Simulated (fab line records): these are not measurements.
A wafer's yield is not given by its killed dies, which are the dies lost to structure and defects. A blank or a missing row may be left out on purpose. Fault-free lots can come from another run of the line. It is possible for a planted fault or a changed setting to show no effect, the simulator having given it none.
Matching of chambers + flow nand_harc + NHARC_P_ZERO_WELL_DESCUM_13 on rie_diel-01 has 4 sister chambers
The step chemistry O2, time 3 s. 4 wafers are shown with their chamber, then 12 later ones without.

## EACH WAFER AND ITS CHAMBER
| wafer  | chamber | drypump_motor_current_A (A) |
|--------|---------|-----------------------------|
| L087.3 | 0       | 5.6                         |
| L089.3 | 3       | 5.3                         |
| L089.5 | 2       | 5.9                         |
| L089.6 | 1       | 4.8                         |

## WAFERS WITH NO CHAMBER GIVEN
| wafer  | drypump_motor_current_A (A) |
|--------|-----------------------------|
| L091.2 | 5.3                         |
| L091.3 | 5.7                         |
| L091.4 | 4.8                         |
| L094.2 | 5.3                         |
| L094.4 | 5.7                         |
| L094.5 | 5.2                         |
| L095.1 | 4.8                         |
| L095.2 | 5.7                         |
| L095.4 | 5.9                         |
| L097.1 | 4.8                         |
| L097.2 | 5.3                         |
| L097.5 | 5.7                         |

## WHICH CHAMBER EACH WENT THROUGH
| wafer  | from the rows above     | in truth |
|--------|-------------------------|----------|
| L091.2 | 3                       | 3        |
| L091.3 | can't be placed: 0 or 2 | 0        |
| L091.4 | 1                       | 1        |
| L094.2 | 3                       | 3        |
| L094.4 | can't be placed: 0 or 2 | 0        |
| L094.5 | 3                       | 3        |
| L095.1 | 1                       | 1        |
| L095.2 | can't be placed: 0 or 2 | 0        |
| L095.4 | 2                       | 2        |
| L097.1 | 1                       | 1        |
| L097.2 | 3                       | 3        |
| L097.5 | can't be placed: 0 or 2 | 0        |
Placed correctly: 8 of 12. From these rows, 4 cannot be placed; in 4 the true chamber is one of the candidates. 0 placed wrongly.
How it was worked out, from the rows above alone: a wafer's distance from a chamber is the root of the sum, over the readings, of the square of ((its reading less the chamber's mean) divided by the reading's scatter). The wafer belongs to the nearest chamber; if the next one is less than 2 further off, it can't be placed. A chamber's mean is the mean of its shown wafers. The scatter: root of mean squared gap, hidden wafer to nearest shown wafer, with one shown wafer a chamber.
